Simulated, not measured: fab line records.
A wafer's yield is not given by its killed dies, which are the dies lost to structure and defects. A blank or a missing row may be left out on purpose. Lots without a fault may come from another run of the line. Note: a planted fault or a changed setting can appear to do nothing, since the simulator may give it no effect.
fab line records    flow nand_harc
record: lots: 6  wafers: 18  last_day: 32
route steps=1302 shown A_ONON_D1@430 END@1302
lots that met no fault: from a run of the same line without faults
start_h: hours from the record's opening day to when the first of the lot's shown wafers began    wait_h: hours elapsed since this lot's preceding step    " as in the row above    L1.1+2: several wafers, shown together as one row    - no value, or no start was given    * or withheld: withheld    < > ~ a bound
route shown NAME@n: NAME is a module with steps in the file, n the number in the route of the first one    usual: mean/standard deviation taken from wafers without a fault    same: alike in all rows    chamber/n: place in a boat    sites: readings site by site    _std_site: how widely they spread, as a standard deviation    _edge_site: mean of outer sites minus mean of inner sites    radius_mm: for every site, how far away it sits from the centre of the wafer    mask NAME#n: copy n    behind: the tool/chamber that last shaped the wafer    hold: cause of the lot's hold/its duration in hours/its outcome    device: whichever transistor did not switch (one of n, p or np)    end of line: the route-end tests of the same wafers    for a step that has no rows: nothing shown but its recipe    killed: dies that structure and defects cost at the first sort, which is not the same as the wafer's yield    map: a wafer's dies, x killed, . not, _ none there
set.NAME: the setting as run; set.NAME@STEP: as run at that earlier step    model.NAME: the simulator's own value behind a step, which no gauge read
certain route steps with their lots: each step a table, each wafer a row
services: a tool's chamber out of use, with start hour (start_h, from the record's first day; less than 0 if before it), hours out, and reason
== steps ==
step: NHARC_A_ONON_D1_DEP_09
recipe: target_thk_a: 10000  n2_flow_sccm: 2750  n2o_flow_sccm: 2000  nh3_flow_sccm: 500  sih4_flow_sccm: 210  temp_c: 400
step: NHARC_A_ONON_D1_THK_MEAS_11
recipe: thk_meas_gauge: ellipsometry
usual: thk_nm: 997/9.7
lot.wafer  tool           chamber  start_h  wait_h  thk_nm
L414.1     film_metro-01  -        186.00   -       993
L414.5     "              -        "        "       990
L414.6     "              -        "        "       992
L420.3     film_metro-01  -        244.28   -       1000
L420.4     "              -        "        "       998
L420.6     "              -        "        "       999
L423.1     film_metro-02  -        269.42   -       995
L423.5     "              -        "        "       996
L423.6     "              -        "        "       995
L424.1     film_metro-01  -        283.56   -       1000
L424.2     "              -        "        "       1002
L424.5     "              -        "        "       1000
L427.3     film_metro-02  -        312.75   -       999
L427.4     "              -        "        "       998
L427.5     "              -        "        "       997
L430.1     film_metro-02  -        357.96   -       989
L430.2     "              -        "        "       990
L430.3     "              -        "        "       990
step: NHARC_A_ONON_D1_DEP_12
recipe: target_thk_a: 10000  n2_flow_sccm: 2750  n2o_flow_sccm: 2000  nh3_flow_sccm: 500  sih4_flow_sccm: 210  temp_c: 400
step: NHARC_A_ONON_D1_THK_MEAS_14
recipe: thk_meas_gauge: ellipsometry
usual: thk_nm: 1001/6.8
lot.wafer  tool           chamber  start_h  wait_h  thk_nm
L414.1     film_metro-01  -        186.56   -       1020
L414.5     "              -        "        "       1019
L414.6     "              -        "        "       1019
L420.3     film_metro-02  -        244.85   -       998
L420.4     "              -        "        "       996
L420.6     "              -        "        "       997
L423.1     film_metro-01  -        270.00   -       1000
L423.5     "              -        "        "       1001
L423.6     "              -        "        "       1001
L424.1     film_metro-01  -        284.12   -       993
L424.2     "              -        "        "       993
L424.5     "              -        "        "       992
L427.3     film_metro-02  -        313.31   -       1001
L427.4     "              -        "        "       1001
L427.5     "              -        "        "       1001
L430.1     film_metro-01  -        358.52   -       996
L430.2     "              -        "        "       996
L430.3     "              -        "        "       995
step: NHARC_A_ONON_D1_ANNEAL_15
recipe: temp_c: 750  time_s: 3600
step: NHARC_A_ONON_D1_DEP_16
recipe: target_thk_a: 10000  n2_flow_sccm: 2750  n2o_flow_sccm: 2000  nh3_flow_sccm: 500  sih4_flow_sccm: 210  temp_c: 400
step: NHARC_A_ONON_D1_THK_MEAS_18
recipe: thk_meas_gauge: ellipsometry
usual: thk_nm: 999/7.6
lot.wafer  tool           chamber  start_h  wait_h  thk_nm
L414.1     film_metro-01  -        196.87   -       995
L414.5     "              -        "        "       997
L414.6     "              -        "        "       997
L420.3     film_metro-01  -        252.63   -       1007
L420.4     "              -        "        "       1005
L420.6     "              -        "        "       1007
L423.1     film_metro-01  -        279.21   -       995
L423.5     "              -        "        "       993
L423.6     "              -        "        "       994
L424.1     film_metro-01  -        294.28   -       994
L424.2     "              -        "        "       992
L424.5     "              -        "        "       993
L427.3     film_metro-02  -        321.96   -       1008
L427.4     "              -        "        "       1007
L427.5     "              -        "        "       1007
L430.1     film_metro-01  -        366.28   -       1001
L430.2     "              -        "        "       1000
L430.3     "              -        "        "       1001
step: NHARC_A_ONON_D1_DEP_19
recipe: target_thk_a: 10000  n2_flow_sccm: 2750  n2o_flow_sccm: 2000  nh3_flow_sccm: 500  sih4_flow_sccm: 210  temp_c: 400
step: NHARC_A_ONON_D1_THK_MEAS_21
recipe: thk_meas_gauge: ellipsometry
usual: thk_nm: 1001/11
lot.wafer  tool           chamber  start_h  wait_h  thk_nm
L414.1     film_metro-01  -        197.44   -       1007
L414.5     "              -        "        "       1009
L414.6     "              -        "        "       1009
L420.3     film_metro-02  -        253.20   -       1004
L420.4     "              -        "        "       1000
L420.6     "              -        "        "       1002
L423.1     film_metro-02  -        279.77   -       1006
L423.5     "              -        "        "       1008
L423.6     "              -        "        "       1006
L424.1     film_metro-01  -        294.84   -       995
L424.2     "              -        "        "       997
L424.5     "              -        "        "       996
L427.3     film_metro-02  -        322.66   -       995
L427.4     "              -        "        "       993
L427.5     "              -        "        "       992
L430.1     film_metro-02  -        366.89   -       1014
L430.2     "              -        "        "       1013
L430.3     "              -        "        "       1013
step: NHARC_A_ONON_D1_DEP_22
recipe: target_thk_a: 10000  n2_flow_sccm: 2750  n2o_flow_sccm: 2000  nh3_flow_sccm: 500  sih4_flow_sccm: 210  temp_c: 400
step: NHARC_A_ONON_D1_THK_MEAS_24
recipe: thk_meas_gauge: ellipsometry
usual: thk_nm: 1004/11
lot.wafer  tool           chamber  start_h  wait_h  thk_nm
L414.1     film_metro-02  -        198.01   -       998
L414.5     "              -        "        "       996
L414.6     "              -        "        "       995
L420.3     film_metro-01  -        253.76   -       998
L420.4     "              -        "        "       999
L420.6     "              -        "        "       998
L423.1     film_metro-01  -        280.34   -       1013
L423.5     "              -        "        "       1012
L423.6     "              -        "        "       1012
L424.1     film_metro-02  -        295.41   -       1025
L424.2     "              -        "        "       1026
L424.5     "              -        "        "       1025
L427.3     film_metro-01  -        323.35   -       992
L427.4     "              -        "        "       991
L427.5     "              -        "        "       991
L430.1     film_metro-01  -        367.54   -       1000
L430.2     "              -        "        "       1000
L430.3     "              -        "        "       1000
step: NHARC_A_ONON_D1_DEP_25
recipe: target_thk_a: 10000  n2_flow_sccm: 2750  n2o_flow_sccm: 2000  nh3_flow_sccm: 500  sih4_flow_sccm: 210  temp_c: 400
usual: n2o_flow_sccm: 2000/7.2
lot.wafer  tool           chamber  start_h  wait_h  n2o_flow_sccm
L414.1     pecvd_onon-03  0        198.19   0.2     1989
L414.5     "              0        "        "       1993
L414.6     "              0        "        "       1992
L420.3     pecvd_onon-02  0        253.93   0.2     1999
L420.4     "              0        "        "       1993
L420.6     "              0        "        "       1993
L423.1     pecvd_onon-02  0        280.40   0.1     1989
L423.5     "              0        "        "       2001
L423.6     "              0        "        "       1994
L424.1     pecvd_onon-02  0        295.47   0.1     1999
L424.2     "              0        "        "       2010
L424.5     "              0        "        "       2004
L427.3     pecvd_onon-03  0        323.66   0.3     1988
L427.4     "              0        "        "       1987
L427.5     "              0        "        "       1980
L430.1     pecvd_onon-03  0        367.60   0.1     1996
L430.2     "              0        "        "       1997
L430.3     "              0        "        "       2003
step: NHARC_A_ONON_D1_THK_MEAS_27
recipe: thk_meas_gauge: ellipsometry
usual: thk_nm: 1000/7.7
lot.wafer  tool           chamber  start_h  wait_h  hold                      thk_nm
L414.1     film_metro-01  -        198.70   -       -                         998
L414.5     "              -        "        "       -                         1000
L414.6     "              -        "        "       -                         999
L420.3     film_metro-01  -        254.33   -       -                         994
L420.4     "              -        "        "       -                         993
L420.6     "              -        "        "       -                         994
L423.1     film_metro-01  -        280.91   -       await_dispo/0.2h/release  1002
L423.5     "              -        "        "       await_dispo/0.2h/release  472
L423.6     "              -        "        "       await_dispo/0.2h/release  1000
L423.1     film_metro-01  -        281.08   0.2     -                         1002
L423.5     "              -        "        "       -                         472
L423.6     "              -        "        "       -                         1001
L424.1     film_metro-02  -        295.98   -       await_dispo/0.2h/release  1012
L424.2     "              -        "        "       await_dispo/0.2h/release  1010
L424.5     "              -        "        "       await_dispo/0.2h/release  480
L424.1     film_metro-02  -        296.15   0.2     -                         1010
L424.2     "              -        "        "       -                         1011
L424.5     "              -        "        "       -                         482
L427.3     film_metro-02  -        324.05   -       -                         1015
L427.4     "              -        "        "       -                         1012
L427.5     "              -        "        "       -                         1013
L430.1     film_metro-02  -        368.11   -       -                         1001
L430.2     "              -        "        "       -                         1002
L430.3     "              -        "        "       -                         1000
step: NHARC_END_SORT_01
recipe: temp_c: 25
usual: killed_at_array: 58/20  killed_at_other: 0.9/1.4  killed_at_periphery: 4/3.1  killed_dies: 63/20  killed_open: 3.3/1.8  killed_short: 2.4/1.5
same: gross_dies: 677
lot.wafer  tool       chamber  start_h  wait_h  hold                      killed_at_array  killed_at_other  killed_at_periphery  killed_dies  killed_open  killed_short
L414.1     prober-02  0        603.46   2.5     -                         49               1                1                    51           3            1
L414.5     prober-02  0        606.67   3.7     -                         54               0                5                    59           2            6
L414.6     prober-02  0        607.47   4.0     -                         60               0                0                    60           4            3
L420.3     prober-02  0        658.61   3.1     -                         21               0                2                    23           1            2
L420.4     prober-02  0        659.41   3.4     -                         38               0                1                    39           5            4
L420.6     prober-02  0        661.01   4.0     -                         31               1                1                    33           2            3
L424.1     prober-02  0        687.72   2.5     await_dispo/2.5h/release  54               0                3                    57           3            0
L424.2     prober-02  0        688.52   2.8     await_dispo/2.5h/release  64               0                9                    73           3            3
L424.5     prober-02  0        690.91   3.7     await_dispo/2.5h/release  671              0                6                    677          3            3
L423.1     prober-01  0        687.79   2.5     await_dispo/1.0h/release  75               0                3                    78           2            0
L423.5     prober-01  0        690.94   3.7     await_dispo/1.0h/release  672              0                5                    677          3            0
L423.6     prober-01  0        691.73   3.9     await_dispo/1.0h/release  86               1                4                    91           5            2
L427.3     prober-02  0        724.28   3.1     -                         68               2                4                    74           5            1
L427.4     prober-02  0        725.08   3.4     -                         80               1                8                    89           5            3
L427.5     prober-02  0        725.89   3.7     -                         62               0                5                    67           2            0
L430.1     prober-01  0        771.30   2.5     -                         48               1                7                    56           4            2
L430.2     prober-01  0        772.09   2.8     -                         31               0                11                   42           4            3
L430.3     prober-01  0        772.89   3.1     -                         31               0                13                   44           1            1
killed by level:class
L414.1 A_CHANNEL_HOLE_D1:chamber_film_flake=26 A_CHANNEL_HOLE_D2:chamber_film_flake=8 A_STAIRCASE:chamber_film_flake=4 A_SLIT:chamber_film_flake=3 A_CONTACT:chamber_film_flake=3 A_ONON_D1:geometric_particle:open=1 A_STAIRCASE:geometric_particle:short=1 A_SGD_CUT:geometric_particle:open=1
L414.5 A_CHANNEL_HOLE_D1:chamber_film_flake=27 A_CHANNEL_HOLE_D2:chamber_film_flake=8 A_CONTACT:chamber_film_flake=5 A_SLIT:chamber_film_flake=3 P_GATE:chamber_film_flake=3 A_WL_FILL:geometric_particle:short=2 A_CHANNEL_FILL_D2:chamber_film_flake=2 A_STAIRCASE:chamber_film_flake=2
L414.6 A_CHANNEL_HOLE_D1:chamber_film_flake=37 A_CONTACT:chamber_film_flake=6 A_STAIRCASE:chamber_film_flake=5 A_CHANNEL_HOLE_D2:chamber_film_flake=3 A_ONON_D1:geometric_particle:short=1 A_CHANNEL_HOLE_D2:geometric_particle:short=1 A_CHANNEL_FILL_D2:geometric_particle:open=1 A_CONTACT:geometric_particle:open=1
L420.3 A_CHANNEL_HOLE_D2:chamber_film_flake=6 A_CHANNEL_FILL_D1:chamber_film_flake=4 A_CHANNEL_FILL_D1:geometric_particle:short=2 A_CHANNEL_HOLE_D1:chamber_film_flake=2 A_STAIRCASE:chamber_film_flake=2 P_M0:geometric_particle:open=1 P_GATE:chamber_film_flake=1 A_ZERO_WELL:chamber_film_flake=1
L420.4 A_CHANNEL_HOLE_D2:chamber_film_flake=15 A_CHANNEL_HOLE_D1:chamber_film_flake=5 A_SLIT:chamber_film_flake=3 A_CHANNEL_FILL_D2:geometric_particle:short=2 A_M0:geometric_particle:open=2 A_ONON_D1:geometric_particle:short=1 A_CHANNEL_FILL_D1:geometric_particle:open=1 A_CHANNEL_FILL_D2:geometric_particle:open=1
L420.6 A_CHANNEL_HOLE_D1:chamber_film_flake=9 A_CHANNEL_HOLE_D2:chamber_film_flake=8 A_STAIRCASE:chamber_film_flake=5 A_CHANNEL_FILL_D1:chamber_film_flake=2 A_DECK1_JOINT:geometric_particle:open=1 A_CHANNEL_HOLE_D2:geometric_particle:short=1 A_CHANNEL_FILL_D2:geometric_particle:open=1 A_CHANNEL_FILL_D2:geometric_particle:short=1
L424.1 A_CHANNEL_HOLE_D1:chamber_film_flake=28 A_CHANNEL_HOLE_D2:chamber_film_flake=15 A_STAIRCASE:chamber_film_flake=3 A_WL_FILL:chamber_film_flake=3 P_BONDPAD:chamber_film_flake=2 P_M0:geometric_particle:open=1 A_ONON_D1:geometric_particle:open=1 A_M1:geometric_particle:open=1
L423.1 A_CHANNEL_HOLE_D1:chamber_film_flake=33 A_SLIT:chamber_film_flake=23 A_CHANNEL_HOLE_D2:chamber_film_flake=8 A_CONTACT:chamber_film_flake=4 A_CHANNEL_FILL_D2:chamber_film_flake=2 A_STAIRCASE:chamber_film_flake=2 A_DECK1_JOINT:geometric_particle:open=1 A_CONTACT:geometric_particle:open=1
L424.2 A_CHANNEL_HOLE_D1:chamber_film_flake=36 A_CHANNEL_HOLE_D2:chamber_film_flake=20 P_BONDPAD:chamber_film_flake=8 A_CHANNEL_HOLE_D2:geometric_particle:open=2 P_CONTACT:geometric_particle:short=1 A_ONON_D1:geometric_particle:open=1 A_CHANNEL_FILL_D1:geometric_particle:short=1 A_SGD_CUT:geometric_particle:short=1
L424.5 A_ONON_D1:area_dep=618 A_CHANNEL_HOLE_D1:chamber_film_flake=32 A_CHANNEL_HOLE_D2:chamber_film_flake=12 P_BONDPAD:chamber_film_flake=4 A_ONON_D2:geometric_particle:short=2 P_CONTACT:geometric_particle:open=1 A_SOURCE_PLATE:geometric_particle:open=1 A_ONON_D1:geometric_particle:open=1
L423.5 A_ONON_D1:area_dep=589 A_SLIT:chamber_film_flake=33 A_CHANNEL_HOLE_D1:chamber_film_flake=28 A_CHANNEL_HOLE_D2:chamber_film_flake=8 A_WL_FILL:chamber_film_flake=5 P_ZERO_WELL:chamber_film_flake=3 A_STAIRCASE:chamber_film_flake=3 A_CONTACT:chamber_film_flake=2
L423.6 A_CHANNEL_HOLE_D1:chamber_film_flake=31 A_CHANNEL_HOLE_D2:chamber_film_flake=20 A_SLIT:chamber_film_flake=19 A_STAIRCASE:chamber_film_flake=4 A_CONTACT:chamber_film_flake=3 P_BONDPAD:chamber_film_flake=2 A_DECK1_JOINT:chamber_film_flake=2 P_CONTACT:geometric_particle:open=1
L427.3 A_CHANNEL_HOLE_D1:chamber_film_flake=39 A_CHANNEL_HOLE_D2:chamber_film_flake=10 A_CONTACT:chamber_film_flake=5 A_SLIT:chamber_film_flake=4 P_ZERO_WELL:chamber_film_flake=3 A_M1:geometric_particle:open=2 THIN_TSV:chamber_film_flake=2 A_CHANNEL_FILL_D1:geometric_particle:short=1
L427.4 A_CHANNEL_HOLE_D1:chamber_film_flake=34 A_CHANNEL_HOLE_D2:chamber_film_flake=23 P_ZERO_WELL:chamber_film_flake=5 A_DECK1_JOINT:chamber_film_flake=4 A_CHANNEL_FILL_D2:chamber_film_flake=4 A_SLIT:chamber_film_flake=3 P_GATE:chamber_film_flake=2 A_STAIRCASE:chamber_film_flake=2
L427.5 A_CHANNEL_HOLE_D1:chamber_film_flake=31 A_CHANNEL_HOLE_D2:chamber_film_flake=12 A_CONTACT:chamber_film_flake=7 A_SLIT:chamber_film_flake=5 A_STAIRCASE:chamber_film_flake=3 P_ZERO_WELL:chamber_film_flake=2 P_GATE:chamber_film_flake=2 A_CHANNEL_FILL_D2:chamber_film_flake=2
L430.1 A_SLIT:chamber_film_flake=24 A_CHANNEL_HOLE_D1:chamber_film_flake=11 P_STI:chamber_film_flake=2 P_GATE:chamber_film_flake=2 P_M0:chamber_film_flake=2 A_BONDPAD:chamber_film_flake=2 A_CHANNEL_HOLE_D2:chamber_film_flake=2 A_STAIRCASE:chamber_film_flake=2
L430.2 A_SLIT:chamber_film_flake=17 P_STI:chamber_film_flake=5 P_M0:chamber_film_flake=4 A_CHANNEL_HOLE_D1:chamber_film_flake=4 A_ONON_D1:geometric_particle:short=2 A_M1:geometric_particle:open=2 P_GATE:chamber_film_flake=2 A_CHANNEL_FILL_D1:geometric_particle:open=1
L430.3 A_SLIT:chamber_film_flake=16 A_CHANNEL_HOLE_D1:chamber_film_flake=7 P_GATE:chamber_film_flake=6 P_STI:chamber_film_flake=3 P_M0:chamber_film_flake=3 A_CONTACT:chamber_film_flake=2 A_BONDPAD:chamber_film_flake=2 A_ONON_D1:geometric_particle:short=1
map L423.5 (x killed, . not)
____________x____________
_________xxxxxxx_________
_______xxxxxxxxxxx_______
______xxxxxxxxxxxxx______
_____xxxxxxxxxxxxxxx_____
____xxxxxxxxxxxxxxxxx____
____xxxxxxxxxxxxxxxxx____
___xxxxxxxxxxxxxxxxxxx___
___xxxxxxxxxxxxxxxxxxx___
__xxxxxxxxxxxxxxxxxxxxx__
__xxxxxxxxxxxxxxxxxxxxx__
_xxxxxxxxxxxxxxxxxxxxxxx_
_xxxxxxxxxxxxxxxxxxxxxxx_
_xxxxxxxxxxxxxxxxxxxxxxx_
_xxxxxxxxxxxxxxxxxxxxxxx_
_xxxxxxxxxxxxxxxxxxxxxxx_
xxxxxxxxxxxxxxxxxxxxxxxxx
xxxxxxxxxxxxxxxxxxxxxxxxx
xxxxxxxxxxxxxxxxxxxxxxxxx
xxxxxxxxxxxxxxxxxxxxxxxxx
xxxxxxxxxxxxxxxxxxxxxxxxx
_xxxxxxxxxxxxxxxxxxxxxxx_
_xxxxxxxxxxxxxxxxxxxxxxx_
_xxxxxxxxxxxxxxxxxxxxxxx_
_xxxxxxxxxxxxxxxxxxxxxxx_
_xxxxxxxxxxxxxxxxxxxxxxx_
__xxxxxxxxxxxxxxxxxxxxx__
__xxxxxxxxxxxxxxxxxxxxx__
___xxxxxxxxxxxxxxxxxxx___
___xxxxxxxxxxxxxxxxxxx___
____xxxxxxxxxxxxxxxxx____
____xxxxxxxxxxxxxxxxx____
_____xxxxxxxxxxxxxxx_____
______xxxxxxxxxxxxx______
_______xxxxxxxxxxx_______
_________xxxxxxx_________
____________x____________
map L424.5 (x killed, . not)
____________x____________
_________xxxxxxx_________
_______xxxxxxxxxxx_______
______xxxxxxxxxxxxx______
_____xxxxxxxxxxxxxxx_____
____xxxxxxxxxxxxxxxxx____
____xxxxxxxxxxxxxxxxx____
___xxxxxxxxxxxxxxxxxxx___
___xxxxxxxxxxxxxxxxxxx___
__xxxxxxxxxxxxxxxxxxxxx__
__xxxxxxxxxxxxxxxxxxxxx__
_xxxxxxxxxxxxxxxxxxxxxxx_
_xxxxxxxxxxxxxxxxxxxxxxx_
_xxxxxxxxxxxxxxxxxxxxxxx_
_xxxxxxxxxxxxxxxxxxxxxxx_
_xxxxxxxxxxxxxxxxxxxxxxx_
xxxxxxxxxxxxxxxxxxxxxxxxx
xxxxxxxxxxxxxxxxxxxxxxxxx
xxxxxxxxxxxxxxxxxxxxxxxxx
xxxxxxxxxxxxxxxxxxxxxxxxx
xxxxxxxxxxxxxxxxxxxxxxxxx
_xxxxxxxxxxxxxxxxxxxxxxx_
_xxxxxxxxxxxxxxxxxxxxxxx_
_xxxxxxxxxxxxxxxxxxxxxxx_
_xxxxxxxxxxxxxxxxxxxxxxx_
_xxxxxxxxxxxxxxxxxxxxxxx_
__xxxxxxxxxxxxxxxxxxxxx__
__xxxxxxxxxxxxxxxxxxxxx__
___xxxxxxxxxxxxxxxxxxx___
___xxxxxxxxxxxxxxxxxxx___
____xxxxxxxxxxxxxxxxx____
____xxxxxxxxxxxxxxxxx____
_____xxxxxxxxxxxxxxx_____
______xxxxxxxxxxxxx______
_______xxxxxxxxxxx_______
_________xxxxxxx_________
____________x____________
== services ==
tool           chamber  start_h  hours  kind
pecvd_onon-02  -        185.27   13.0   pm
pecvd_onon-03  -        213.29   4.6    repair
pecvd_onon-03  -        232.75   13.0   pm
pecvd_onon-03  -        304.18   1.9    repair
pecvd_onon-02  -        366.27   13.0   pm
== key ==
first_sign: step: NHARC_A_ONON_D1_THK_MEAS_27  reading: visit  direction: added
effect: step: NHARC_A_ONON_D1_THK_MEAS_27  reading: thk_nm  direction: down  sigmas: 68  usual: 1000  struck: 476
effect: step: NHARC_END_SORT_01  reading: killed_at_array  direction: up  sigmas: 31  usual: 58  struck: 672
more_kills_born_at: NHARC_A_ONON_D1_DEP_25@pecvd_onon-02: 1207
met_at NHARC_A_ONON_D1_DEP_25
struck_wafers L423.5,L424.5
later_rows_left_out L423.5,L424.5
tester_left_out L423,L424
onset_between 253.93 280.40
fault: kind: process_parameter_drift  tool: pecvd_onon-02  chamber: -  onset_h: 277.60  steps: NHARC_A_ONON_D1_DEP_25  channel: target_thk_a  offset: *  shape: step  end_h: 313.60  scope: struck_wafers_only  acts_in: *  stated: *
tester_left_out: of these lots the tester's yield and bins aren't shown, on N5 and GAA mostly nor the transistor test; their killed dies are dies lost to structure and defects alone, not to doping, threshold or leakage, so they don't give the yield
later_rows_left_out: the simulator's readings of these wafers behind a module that went badly wrong aren't trusted and aren't shown, but for the sort
